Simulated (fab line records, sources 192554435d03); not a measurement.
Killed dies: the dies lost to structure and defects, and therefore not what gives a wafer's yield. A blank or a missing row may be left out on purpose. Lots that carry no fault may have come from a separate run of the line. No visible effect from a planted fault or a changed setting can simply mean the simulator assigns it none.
Matching of chambers    flow n5Finfet    N5_BEOL_M5_CVD_47 on cvdCo-01 has 3 sister chambers
The step deposits Co from CCTBA/H2, target thk 3 nm, time 216 s. 14 wafers are shown with their chamber, then 6 later ones without.

## WAFERS PAIRED WITH THEIR CHAMBERS
wafer   chamber  runLengthS (s)
L159.3  0        238.7
L159.4  1        238.2
L159.5  2        239.1
L161.1  1        238.3
L161.3  0        238.6
L161.4  2        238.7
L165.5  1        239.0
L165.6  2        239.3
L173.2  2        239.3
L173.3  2        238.9
L173.5  1        238.6
L175.1  1        238.7
L175.2  2        239.3
L175.6  1        238.4

SIGNATURES, as means of the wafers listed above
reading     chamber 0  chamber 1  chamber 2  scatter within a chamber
runLengthS  238.650    238.533    239.100    0.263
Rule: for a wafer and a chamber, the distance is found by dividing, reading by reading, the gap between the wafer's reading and the chamber's mean by the reading's scatter, squaring, summing and taking the root. The wafer belongs to the nearest chamber; if the next one is less than 2 further off, it can't be placed. The scatter: the root of (the sum of the squares of (reading less its chamber's mean) over the shown wafers, divided by (wafers less chambers)).

## WAFERS WITH NO CHAMBER GIVEN
wafer   runLengthS (s)
L174.1  238.4
L174.4  239.4
L174.6  238.8
L178.1  239.5
L178.2  238.7
L178.4  238.5

## EACH ONE'S CHAMBER
wafer   from the rows above           in truth
L174.1  can't be placed: 1 or 0       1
L174.4  can't be placed: 2 or 0       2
L174.6  can't be placed: 0 or 1 or 2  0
L178.1  can't be placed: 2 or 0       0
L178.2  can't be placed: 0 or 1 or 2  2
L178.4  can't be placed: 1 or 0       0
0 of 6 placed correctly. These rows do not allow placing 6 (true chamber among the candidates in 6). 0 placed wrongly.
